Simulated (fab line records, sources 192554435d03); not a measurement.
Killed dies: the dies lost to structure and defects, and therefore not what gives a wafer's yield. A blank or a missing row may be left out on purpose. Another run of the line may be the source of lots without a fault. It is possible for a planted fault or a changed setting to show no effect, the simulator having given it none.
Which of the tools did it? || flow n5-finfet || 12 lots, 36 wafers sampled, at 3 steps of a route of 1938

== WHAT THE GAUGES SHOWED, per wafer ==
N5_BEOL_M5_THK_MEAS_01.
{"lot": "L766", "measured": "day 8 05:54", "on": "film-metro-01", "M5_ILD_THK (nm)": "117.9 118.7 120.5"}
{"lot": "L767", "measured": "day 8 15:44", "on": "film-metro-02", "M5_ILD_THK (nm)": "119.5 119.7 120.4"}
{"lot": "L768", "measured": "day 8 22:18", "on": "film-metro-01", "M5_ILD_THK (nm)": "119.2 121.0 120.0"}
{"lot": "L772", "measured": "day 9 23:44", "on": "film-metro-01", "M5_ILD_THK (nm)": "117.7 121.3 121.4"}
{"lot": "L770", "measured": "day 10 00:17", "on": "film-metro-01", "M5_ILD_THK (nm)": "122.9 121.7 123.2"}
{"lot": "L774", "measured": "day 10 04:14", "on": "film-metro-01", "M5_ILD_THK (nm)": "119.9 120.7 120.9"}
{"lot": "L773", "measured": "day 10 17:00", "on": "film-metro-02", "M5_ILD_THK (nm)": "119.8 118.9 122.5"}
{"lot": "L777", "measured": "day 11 05:22", "on": "film-metro-01", "M5_ILD_THK (nm)": "119.3 120.9 119.5"}
{"lot": "L782", "measured": "day 12 07:24", "on": "film-metro-01", "M5_ILD_THK (nm)": "120.1 119.3 122.3"}
{"lot": "L783", "measured": "day 12 22:13", "on": "film-metro-01", "M5_ILD_THK (nm)": "119.3 120.2 118.6"}
{"lot": "L784", "measured": "day 13 04:13", "on": "film-metro-01", "M5_ILD_THK (nm)": "120.7 123.2 122.0"}
{"lot": "L788", "measured": "day 14 11:09", "on": "film-metro-01", "M5_ILD_THK (nm)": "117.3 118.2 120.3"}

N5_BEOL_M5_OVL_MEAS_12.
{"lot": "L766", "measured": "day 8 08:26", "on": "overlay-02", "M5_OVL (nm)": "0.9 0.4 0.2"}
{"lot": "L767", "measured": "day 8 17:40", "on": "overlay-02", "M5_OVL (nm)": "-0.2 -0.6 -0.5"}
{"lot": "L768", "measured": "day 8 23:20", "on": "overlay-02", "M5_OVL (nm)": "-1.5 -0.5 -0.8"}
{"lot": "L772", "measured": "day 10 00:33", "on": "overlay-01", "M5_OVL (nm)": "0.7 0.9 0.2"}
{"lot": "L770", "measured": "day 10 00:50", "on": "overlay-01", "M5_OVL (nm)": "-0.9 -0.2 0.1"}
{"lot": "L774", "measured": "day 10 05:36", "on": "overlay-01", "M5_OVL (nm)": "2.1 0.4 0.0"}
{"lot": "L773", "measured": "day 10 18:44", "on": "overlay-01", "M5_OVL (nm)": "1.1 1.4 1.3"}
{"lot": "L777", "measured": "day 11 07:32", "on": "overlay-01", "M5_OVL (nm)": "-1.3 -0.7 -0.5"}
{"lot": "L782", "measured": "day 12 10:15", "on": "overlay-02", "M5_OVL (nm)": "-0.4 -0.4 -1.0"}
{"lot": "L783", "measured": "day 12 23:14", "on": "overlay-01", "M5_OVL (nm)": "1.1 1.0 0.2"}
{"lot": "L784", "measured": "day 13 06:22", "on": "overlay-01", "M5_OVL (nm)": "-0.2 -1.5 -1.0"}
{"lot": "L788", "measured": "day 14 11:48", "on": "overlay-01", "M5_OVL (nm)": "-2.0 -0.6 -1.3"}

== TOOL THAT RAN EACH LOT (tool first, then ch and the chambers of the sampled wafers, then the start) ==
{"lot": "L766", "N5_BEOL_M5_HM_DEP_02": "pvd-sputter-02, day 8 07:54"}
{"lot": "L767", "N5_BEOL_M5_HM_DEP_02": "pvd-sputter-01, day 8 17:07"}
{"lot": "L768", "N5_BEOL_M5_HM_DEP_02": "pvd-sputter-03, day 8 22:54"}
{"lot": "L772", "N5_BEOL_M5_HM_DEP_02": "pvd-sputter-02, day 10 00:00"}
{"lot": "L770", "N5_BEOL_M5_HM_DEP_02": "pvd-sputter-02, day 10 00:24"}
{"lot": "L774", "N5_BEOL_M5_HM_DEP_02": "pvd-sputter-03, day 10 05:03"}
{"lot": "L773", "N5_BEOL_M5_HM_DEP_02": "pvd-sputter-03, day 10 18:10"}
{"lot": "L777", "N5_BEOL_M5_HM_DEP_02": "pvd-sputter-03, day 11 07:07"}
{"lot": "L782", "N5_BEOL_M5_HM_DEP_02": "pvd-sputter-01, day 12 09:42"}
{"lot": "L783", "N5_BEOL_M5_HM_DEP_02": "pvd-sputter-02, day 12 22:49"}
{"lot": "L784", "N5_BEOL_M5_HM_DEP_02": "pvd-sputter-02, day 13 05:49"}
{"lot": "L788", "N5_BEOL_M5_HM_DEP_02": "pvd-sputter-01, day 14 11:16"}
- N5_BEOL_M5_HM_DEP_02: deposits TiN, target thk 20 nm.

== WHAT THE TOOLS THEMSELVES READ (means of the sampled wafers that have a number; where no wafer has one, the mark that the record gives instead) ==
N5_BEOL_M5_HM_DEP_02.
{"lot": "L766", "tool": "pvd-sputter-02", "throttle-valve-pct (%)": 30.1}
{"lot": "L767", "tool": "pvd-sputter-01", "throttle-valve-pct (%)": 31.1}
{"lot": "L768", "tool": "pvd-sputter-03", "throttle-valve-pct (%)": 30.3}
{"lot": "L772", "tool": "pvd-sputter-02", "throttle-valve-pct (%)": 29.8}
{"lot": "L770", "tool": "pvd-sputter-02", "throttle-valve-pct (%)": 30.2}
{"lot": "L774", "tool": "pvd-sputter-03", "throttle-valve-pct (%)": 29.4}
{"lot": "L773", "tool": "pvd-sputter-03", "throttle-valve-pct (%)": 30.1}
{"lot": "L777", "tool": "pvd-sputter-03", "throttle-valve-pct (%)": 29.5}
{"lot": "L782", "tool": "pvd-sputter-01", "throttle-valve-pct (%)": 30.5}
{"lot": "L783", "tool": "pvd-sputter-02", "throttle-valve-pct (%)": 29.3}
{"lot": "L784", "tool": "pvd-sputter-02", "throttle-valve-pct (%)": 29.7}
{"lot": "L788", "tool": "pvd-sputter-01", "throttle-valve-pct (%)": 29.4}

== THE ANSWER, worked out from the rows above alone ==
Rule: what is usual is taken from the lots themselves. Put in order of their means at a reading, lots are off if they are a third of the lots or fewer, leave a main group of 4 or more, and stand apart from it by a gap of 3 or more times the standard deviation of the main group's means; of several such gaps the widest counts. If all means in a main group match to the digits the tables above print for the reading, that group is not used. Also off: a lot with no number at a reading for which 4 or more lots have one. Where the step has rows for the other lots, those lots are counted as sound. After the gauges, taken in route order, come the tools' own readings; for these a lot's mean is taken, as printed above. At the first step where some lot is off, the reading lying furthest off is the one used; lots without a number count as furthest.
No lot is off at any reading shown: from this, nothing can be told.

== WHAT THE SIMULATOR HAD INSERTED ==
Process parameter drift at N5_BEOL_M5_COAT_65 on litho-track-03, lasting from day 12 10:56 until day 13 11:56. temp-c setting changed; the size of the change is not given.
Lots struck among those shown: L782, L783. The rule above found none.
